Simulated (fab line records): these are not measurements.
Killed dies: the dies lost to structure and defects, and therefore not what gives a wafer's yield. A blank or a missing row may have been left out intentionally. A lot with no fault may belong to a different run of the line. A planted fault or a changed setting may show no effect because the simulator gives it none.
Chamber matching + flow n5-finfet + N5_MOL_CONTACT_COAG_ETCHBACK_135 on rie-diel-04: 4 sister chambers
The step etches SiO2 in CHF3, target depth 25 nm, time 16.7 s. 4 wafers are shown with their chamber, then 8 later ones without.

## WAFERS WITH THEIR CHAMBER
| wafer  | chamber | drypump-motor-current-A (A) |
|--------|---------|-----------------------------|
| L086.5 | 0       | 5.6                         |
| L088.4 | 3       | 5.6                         |
| L090.5 | 2       | 6.5                         |
| L092.1 | 1       | 5.6                         |

## WAFERS WITH NO CHAMBER GIVEN
| wafer  | drypump-motor-current-A (A) |
|--------|-----------------------------|
| L092.2 | 5.6                         |
| L092.3 | 6.5                         |
| L096.2 | 6.5                         |
| L096.4 | 5.7                         |
| L096.6 | 5.6                         |
| L097.3 | 5.6                         |
| L097.4 | 6.5                         |
| L097.5 | 5.6                         |

## EACH ONE'S CHAMBER
| wafer  | from the rows above          | in truth |
|--------|------------------------------|----------|
| L092.2 | can't be placed: 0 or 1 or 3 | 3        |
| L092.3 | 2                            | 2        |
| L096.2 | 2                            | 2        |
| L096.4 | can't be placed: 0 or 1 or 3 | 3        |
| L096.6 | can't be placed: 0 or 1 or 3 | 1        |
| L097.3 | can't be placed: 0 or 1 or 3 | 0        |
| L097.4 | 2                            | 2        |
| L097.5 | can't be placed: 0 or 1 or 3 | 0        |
3 of 8 placed correctly. Can't be placed from these rows: 5 (the true chamber is among the candidates in 5). Placed wrongly: 0.
How it was worked out, from the rows above alone: a wafer's distance from a chamber is the root of the sum, over the readings, of the square of ((its reading less the chamber's mean) divided by the reading's scatter). The wafer belongs to the nearest chamber; if the next one is less than 2 further off, it can't be placed. The mean given for a chamber averages the wafers shown for that chamber. The scatter: root of mean squared gap, hidden wafer to nearest shown wafer, with one shown wafer a chamber.
